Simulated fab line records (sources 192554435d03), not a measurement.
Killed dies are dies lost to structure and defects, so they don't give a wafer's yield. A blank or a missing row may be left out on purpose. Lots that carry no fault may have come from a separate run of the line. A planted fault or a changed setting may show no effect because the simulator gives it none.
Matching of chambers / flow n5_finfet / N5_BEOL_M12_ETCH_67 on rie_diel-02 has 4 sister chambers
The step etches SiARC in CF4, target depth 143 nm, time 238.3 s. 14 wafers are shown with their chamber, then 7 later ones without.

== WAFERS WITH THEIR CHAMBER ==
wafer=L076.1; chamber=2; showerhead_plenum_p_Torr (Torr)=2.10; throttle_valve_pct (%)=15.36; oes_product_au (a.u.)=0.80
wafer=L076.5; chamber=3; showerhead_plenum_p_Torr (Torr)=2.20; throttle_valve_pct (%)=15.52; oes_product_au (a.u.)=0.61
wafer=L076.6; chamber=2; showerhead_plenum_p_Torr (Torr)=2.10; throttle_valve_pct (%)=15.37; oes_product_au (a.u.)=0.81
wafer=L077.2; chamber=3; showerhead_plenum_p_Torr (Torr)=2.20; throttle_valve_pct (%)=15.53; oes_product_au (a.u.)=0.60
wafer=L077.3; chamber=0; showerhead_plenum_p_Torr (Torr)=2.25; throttle_valve_pct (%)=15.36; oes_product_au (a.u.)=0.69
wafer=L077.6; chamber=2; showerhead_plenum_p_Torr (Torr)=2.10; throttle_valve_pct (%)=15.38; oes_product_au (a.u.)=0.78
wafer=L086.1; chamber=2; showerhead_plenum_p_Torr (Torr)=2.09; throttle_valve_pct (%)=15.39; oes_product_au (a.u.)=0.77
wafer=L086.4; chamber=0; showerhead_plenum_p_Torr (Torr)=2.24; throttle_valve_pct (%)=15.39; oes_product_au (a.u.)=0.67
wafer=L086.5; chamber=1; showerhead_plenum_p_Torr (Torr)=2.24; throttle_valve_pct (%)=15.67; oes_product_au (a.u.)=0.64
wafer=L085.1; chamber=2; showerhead_plenum_p_Torr (Torr)=2.09; throttle_valve_pct (%)=15.40; oes_product_au (a.u.)=0.76
wafer=L085.2; chamber=0; showerhead_plenum_p_Torr (Torr)=2.24; throttle_valve_pct (%)=15.39; oes_product_au (a.u.)=0.68
wafer=L085.6; chamber=1; showerhead_plenum_p_Torr (Torr)=2.24; throttle_valve_pct (%)=15.66; oes_product_au (a.u.)=0.64
wafer=L083.1; chamber=1; showerhead_plenum_p_Torr (Torr)=2.24; throttle_valve_pct (%)=15.67; oes_product_au (a.u.)=0.64
wafer=L083.3; chamber=0; showerhead_plenum_p_Torr (Torr)=2.24; throttle_valve_pct (%)=15.39; oes_product_au (a.u.)=0.67

SIGNATURES (means of the wafers above)
reading=showerhead_plenum_p_Torr; chamber 0=2.2425; chamber 1=2.2400; chamber 2=2.0960; chamber 3=2.2000; scatter within a chamber=0.00442
reading=throttle_valve_pct; chamber 0=15.3825; chamber 1=15.6667; chamber 2=15.3800; chamber 3=15.5250; scatter within a chamber=0.0134
reading=oes_product_au; chamber 0=0.6775; chamber 1=0.6400; chamber 2=0.7840; chamber 3=0.6050; scatter within a chamber=0.0143
Rule: distance of a wafer from a chamber = root of the sum over the readings of ((wafer's reading minus chamber's mean) / reading's scatter) squared. The wafer belongs to the nearest chamber; if the next one is less than 2 further off, it can't be placed. The scatter: take each reading less its chamber's mean, square it, sum over the shown wafers, divide by the number of wafers less the number of chambers, and take the root.

== WAFERS MISSING THEIR CHAMBER ==
wafer=L083.5; showerhead_plenum_p_Torr (Torr)=2.19; throttle_valve_pct (%)=15.56; oes_product_au (a.u.)=0.59
wafer=L089.1; showerhead_plenum_p_Torr (Torr)=2.09; throttle_valve_pct (%)=15.40; oes_product_au (a.u.)=0.75
wafer=L089.2; showerhead_plenum_p_Torr (Torr)=2.24; throttle_valve_pct (%)=15.38; oes_product_au (a.u.)=0.67
wafer=L089.5; showerhead_plenum_p_Torr (Torr)=2.24; throttle_valve_pct (%)=15.40; oes_product_au (a.u.)=0.66
wafer=L093.3; showerhead_plenum_p_Torr (Torr)=2.19; throttle_valve_pct (%)=15.60; oes_product_au (a.u.)=0.59
wafer=L093.5; showerhead_plenum_p_Torr (Torr)=2.24; throttle_valve_pct (%)=15.69; oes_product_au (a.u.)=0.64
wafer=L093.6; showerhead_plenum_p_Torr (Torr)=2.08; throttle_valve_pct (%)=15.43; oes_product_au (a.u.)=0.75

== CHAMBER TAKEN BY EACH ==
wafer=L083.5; from the rows above=3; in truth=3
wafer=L089.1; from the rows above=2; in truth=2
wafer=L089.2; from the rows above=0; in truth=0
wafer=L089.5; from the rows above=0; in truth=0
wafer=L093.3; from the rows above=3; in truth=3
wafer=L093.5; from the rows above=1; in truth=1
wafer=L093.6; from the rows above=2; in truth=2
Correctly placed: 7 of 7. Not placeable from these rows: 0. Number placed wrongly: 0.
